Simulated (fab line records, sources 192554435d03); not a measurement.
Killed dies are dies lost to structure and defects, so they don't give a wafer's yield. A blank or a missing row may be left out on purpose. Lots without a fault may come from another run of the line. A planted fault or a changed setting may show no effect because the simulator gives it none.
Chamber matching | flow n5_finfet | N5_BEOL_M0_PRE_CLEAN_131 on cvd_co-01: 3 sister chambers
The step time 15 s. 3 wafers are shown with their chamber, then 9 later ones without.

WAFERS WITH THEIR CHAMBER
wafer  | chamber | heater_power_w (W)
L307.1 | 0       | 77
L307.2 | 1       | 71
L307.3 | 2       | 96

WAFERS WITHOUT THEIR CHAMBER
wafer  | heater_power_w (W)
L309.1 | 71
L309.4 | 74
L309.5 | 78
L311.1 | 73
L311.3 | 79
L311.4 | 72
L312.3 | 97
L312.5 | 100
L312.6 | 74

WHICH CHAMBER EACH WENT THROUGH
wafer  | from the rows above     | in truth
L309.1 | 1                       | 1
L309.4 | can't be placed: 0 or 1 | 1
L309.5 | 0                       | 0
L311.1 | can't be placed: 1 or 0 | 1
L311.3 | 0                       | 0
L311.4 | can't be placed: 1 or 0 | 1
L312.3 | 2                       | 2
L312.5 | 2                       | 2
L312.6 | can't be placed: 0 or 1 | 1
Placed correctly: 5 of 9. Can't be placed from these rows: 4 (the true chamber is among the candidates in 4). Placed wrongly: 0.
How it was worked out, from the rows above alone: a wafer's distance from a chamber is the root of the sum, over the readings, of the square of ((its reading less the chamber's mean) divided by the reading's scatter). The wafer belongs to the nearest chamber; if the next one is less than 2 further off, it can't be placed. A chamber's mean is the mean of its shown wafers. The scatter: with one shown wafer a chamber, the root of the mean of the squares of how far each hidden wafer lies from its nearest shown one.
